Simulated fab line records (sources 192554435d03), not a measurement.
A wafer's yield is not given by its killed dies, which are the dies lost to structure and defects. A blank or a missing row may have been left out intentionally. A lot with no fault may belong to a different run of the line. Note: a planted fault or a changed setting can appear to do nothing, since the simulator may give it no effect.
Chamber matching || flow n5_finfet || rie_diel-02 running N5_FIN_SAQP_SPACER1_ETCHBACK_25: 4 sister chambers
The step etches SiO2 in CHF3/O2, target depth 24.4 nm, time 12.2 s. 7 wafers are shown with their chamber, then 7 later ones without.

## WAFERS PAIRED WITH THEIR CHAMBERS
{"wafer": "L076.3", "chamber": 0, "rf_vpp_V (V)": 516, "throttle_valve_pct (%)": 19.14}
{"wafer": "L076.6", "chamber": 0, "rf_vpp_V (V)": 516, "throttle_valve_pct (%)": 19.15}
{"wafer": "L080.1", "chamber": 2, "rf_vpp_V (V)": 520, "throttle_valve_pct (%)": 18.94}
{"wafer": "L080.4", "chamber": 1, "rf_vpp_V (V)": 515, "throttle_valve_pct (%)": 19.03}
{"wafer": "L080.6", "chamber": 3, "rf_vpp_V (V)": 531, "throttle_valve_pct (%)": 18.55}
{"wafer": "L088.1", "chamber": 2, "rf_vpp_V (V)": 520, "throttle_valve_pct (%)": 18.99}
{"wafer": "L088.3", "chamber": 3, "rf_vpp_V (V)": 529, "throttle_valve_pct (%)": 18.58}

## WAFERS WITH NO CHAMBER GIVEN
{"wafer": "L088.4", "rf_vpp_V (V)": 529, "throttle_valve_pct (%)": 18.58}
{"wafer": "L095.1", "rf_vpp_V (V)": 517, "throttle_valve_pct (%)": 19.21}
{"wafer": "L095.2", "rf_vpp_V (V)": 520, "throttle_valve_pct (%)": 18.99}
{"wafer": "L095.4", "rf_vpp_V (V)": 529, "throttle_valve_pct (%)": 18.62}
{"wafer": "L096.2", "rf_vpp_V (V)": 531, "throttle_valve_pct (%)": 18.62}
{"wafer": "L096.4", "rf_vpp_V (V)": 519, "throttle_valve_pct (%)": 19.01}
{"wafer": "L096.5", "rf_vpp_V (V)": 514, "throttle_valve_pct (%)": 18.64}

## CHAMBER TAKEN BY EACH
{"wafer": "L088.4", "from the rows above": 3, "in truth": 3}
{"wafer": "L095.1", "from the rows above": 0, "in truth": 0}
{"wafer": "L095.2", "from the rows above": 2, "in truth": 2}
{"wafer": "L095.4", "from the rows above": 3, "in truth": 3}
{"wafer": "L096.2", "from the rows above": 3, "in truth": 3}
{"wafer": "L096.4", "from the rows above": 2, "in truth": 2}
{"wafer": "L096.5", "from the rows above": "can't be placed: 2 or 1", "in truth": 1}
Correct placement for 6 of the 7. Unplaceable from these rows: 1, with the true chamber sitting among the candidates in 1. Placed wrongly: 0.
How it was worked out, from the rows above alone: a wafer's distance from a chamber is the root of the sum, over the readings, of the square of ((its reading less the chamber's mean) divided by the reading's scatter). The wafer belongs to the nearest chamber; if the next one is less than 2 further off, it can't be placed. A chamber's mean is the mean of its shown wafers. The scatter: the root of (the sum of the squares of (reading less its chamber's mean) over the shown wafers, divided by (wafers less chambers)).
